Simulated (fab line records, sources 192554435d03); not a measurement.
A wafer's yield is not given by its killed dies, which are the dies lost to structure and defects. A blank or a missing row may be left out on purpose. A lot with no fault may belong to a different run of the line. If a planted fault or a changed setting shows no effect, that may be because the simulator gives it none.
Which of the tools did it? + flow n5 finfet + 27 wafers sampled from 9 lots at 1 step of a route of 1938

WHAT THE GAUGES SHOWED, per wafer
N5_BEOL_M10_INSPECT_13: inspects for defects (brightfield).
| lot  | measured     | on                | raw defect count |
|------|--------------|-------------------|------------------|
| L430 | day 10 09:50 | defect inspect-02 | 365 437 374      |
| L438 | day 12 07:06 | defect inspect-02 | 442 460 361      |
| L439 | day 12 15:34 | defect inspect-02 | 492 525 518      |
| L440 | day 13 08:28 | defect inspect-01 | 270 448 386      |
| L444 | day 13 18:13 | defect inspect-02 | 446 494 434      |
| L446 | day 13 21:32 | defect inspect-02 | 358 489 582      |
| L447 | day 14 20:39 | defect inspect-02 | 565 397 557      |
| L452 | day 16 04:19 | defect inspect-01 | 351 263 487      |
| L450 | day 16 04:41 | defect inspect-01 | 365 277 469      |

EACH LOT AND THE TOOL THAT RAN IT (in order: tool; ch and the chambers of the sampled wafers; start)
The record holds no process step before these readings.

THE ANSWER, worked out from the rows above alone
Rule: usual is defined by the lots themselves. The widest of any qualifying gaps counts: lots, ordered by their means at a reading, are off when they make up no more than a third of the lots, leave a main group of 4 or more, and stand apart from it by 3 or more times the standard deviation of that group's means. If all means in a main group match to the digits the tables above print for the reading, that group is not used. A lot without any number at a reading at which 4 lots or more have one is off too. The other lots that the step has rows for count as sound.
Across all readings shown, no lot is off: no conclusion can be drawn from this.

WHAT THE SIMULATOR PUT IN
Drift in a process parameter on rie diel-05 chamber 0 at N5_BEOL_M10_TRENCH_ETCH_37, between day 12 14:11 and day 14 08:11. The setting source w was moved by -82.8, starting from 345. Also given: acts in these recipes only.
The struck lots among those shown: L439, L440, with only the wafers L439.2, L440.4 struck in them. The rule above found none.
